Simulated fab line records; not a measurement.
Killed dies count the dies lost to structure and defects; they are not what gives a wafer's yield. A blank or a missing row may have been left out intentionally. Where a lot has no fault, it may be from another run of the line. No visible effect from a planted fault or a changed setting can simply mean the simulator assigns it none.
A struck lot beside a sound one :: flow n5_finfet :: 17 steps out of a route of 1938
Sound: these wafers, L550.3, L550.4, L550.6. The struck wafers were L547.1, L547.3, L547.4. At the end, the cause is stated.
Per side, at each step with rows, come the tool, then ch with its chambers, and then its first start. Under that, the readings that differ: sound wafers :: struck wafers :: difference of the means :: sigmas: that difference in standard deviations of wafers without a fault.
alike: readings with means less than 2 such deviations apart, plus words and numbers identical on both sides. not compared: withheld readings, readings lacking a value on some wafer, bounds such as >300 that could conceal the same value, and numbers that have no deviation in the record and whose values overlap.
Wherever a step has rows on one side only, a row that says differs or no value, or a row with sigmas, the two part there. Numbers that have no deviation but don't overlap get no sigmas and don't part them. A reading missing from all wafers of one side parts the sides only when that side holds two or more wafers.

first, 2 steps without rows for these wafers: N5_BEOL_M2_PEB_09 (peb time 60 s); N5_BEOL_M2_DEVELOP_10 (develop time 30 s).
N5_BEOL_M2_CD_MEAS_11: target cd 16.79 nm.
  sound on cd_sem-03 ch 0, day 11 20:46; struck on cd_sem-01 ch 0, day 11 07:02
  alike: cd_nm
N5_BEOL_M2_OVL_MEAS_12:
  sound on overlay-01 ch 0, day 11 20:49; struck on overlay-02 ch 0, day 11 07:04
reading: M2_OVL (nm)
sound: 0.7 0.8 1.6
struck: -0.7 -1.2 0.6
difference: -1.5
sigmas: -2
N5_BEOL_M2_INSPECT_13: inspects for defects (brightfield).
  sound on defect_inspect-01, day 11 20:52; struck on defect_inspect-02, day 11 07:07
  alike: raw_defect_count
N5_BEOL_M2_DESCUM_16: chemistry O2, time 7 s.
  sound on rie_diel-06 ch 1,2, day 11 20:53; struck on rie_diel-06 ch 0,1,3, day 11 07:09
  alike: drypump_motor_current_A, oes_product_au, rf_vpp_V, showerhead_plenum_p_Torr, throttle_valve_pct
  not compared: rf_hours_counter_h
N5_BEOL_M2_ETCH_74: etches underlayer in N2/H2, target depth 6.5 nm, time 5.2 s.
  sound on rie_diel-06 ch 1,2, day 11 20:55; struck on rie_diel-06 ch 0,1,3, day 11 07:11
  alike: drypump_motor_current_A, etch_rf_on_time_s, h2_flow_sccm, oes_product_au, rf_vpp_V, showerhead_plenum_p_Torr, throttle_valve_pct
  not compared: rf_hours_counter_h
then, 1 step without rows for these wafers: N5_BEOL_M2_ETCH_63 (etches SiARC in CF4, target depth 15.6 nm, time 26 s).
N5_BEOL_M2_ETCH_64: etches SOC in N2/H2, target depth 75 nm, overetch 22.5 nm, time 121.9 s.
  sound on rie_diel-06 ch 1,2, day 11 20:58; struck on rie_diel-06 ch 0,1,3, day 11 07:14
  alike: drypump_motor_current_A, h2_flow_sccm, oes_product_au, rf_vpp_V, showerhead_plenum_p_Torr, throttle_valve_pct
  not compared: rf_hours_counter_h
then, 2 steps without rows for these wafers: N5_BEOL_M2_STRIP_65 (strips in N2/H2); N5_BEOL_M2_STRIP_75 (strips in N2/H2).
N5_BEOL_M2_STRIP_66: strips in CF4.
  sound on rie_diel-06 ch 1,2, day 11 21:06; struck on rie_diel-06 ch 0,1,3, day 11 07:22
  alike: drypump_motor_current_A, oes_product_au, rf_vpp_V, showerhead_plenum_p_Torr, throttle_valve_pct
  not compared: rf_hours_counter_h
N5_BEOL_M2_HM_OPEN_17: chemistry Cl2/BCl3, target TiN, target depth 20 nm, overetch 6 nm.
  sound on rie_metal-02 ch 0,1, day 11 21:10; struck on rie_metal-01 ch 0,1, day 11 07:24
  no value came back on the struck wafers for any of 6 readings (bcl3_flow_sccm (sccm), bias_w (W) and others); on the sound wafers bcl3_flow_sccm (sccm) reads 21.85 21.86 21.74
reading: model.SOC_of_BEOL_M2_COAT_61.thk_nm (nm)
sound: 51.6 51.8 52
struck: 59.8 59.6 60
difference: +8.0
sigmas: 
  not compared: rf_hours_counter_h
N5_BEOL_M2_STRIP_19: strips in O2.
  sound on rie_diel-05 ch 1,2, day 11 21:16; struck on rie_diel-05 ch 0,1,2, day 11 07:41
  alike: drypump_motor_current_A, oes_product_au, rf_vpp_V, showerhead_plenum_p_Torr, throttle_valve_pct
  not compared: rf_hours_counter_h
N5_BEOL_M2_CD_MEAS_18: pitch 36 nm, target cd 18 nm.
  sound on cd_sem-03, day 11 21:21; struck on cd_sem-01, day 11 07:46
reading: cd_nm (nm)
sound: 17.8 17.8 17.9
struck: - - -
difference: no value on the struck wafers
sigmas: 
then, 1 step without rows for these wafers: N5_BEOL_M2_COAT_67 (time 60 s, resist thk 60 nm).
N5_BEOL_M4_RC_MEAS_101:
  the record has rows for the sound wafers here (prober-02 ch 0, day 13 19:11) and none for the struck ones

## WHERE THEY PART
Earliest at N5_BEOL_M2_OVL_MEAS_12; latest, in this record, at N5_BEOL_M4_RC_MEAS_101.

WHY: the cause the simulator had injected
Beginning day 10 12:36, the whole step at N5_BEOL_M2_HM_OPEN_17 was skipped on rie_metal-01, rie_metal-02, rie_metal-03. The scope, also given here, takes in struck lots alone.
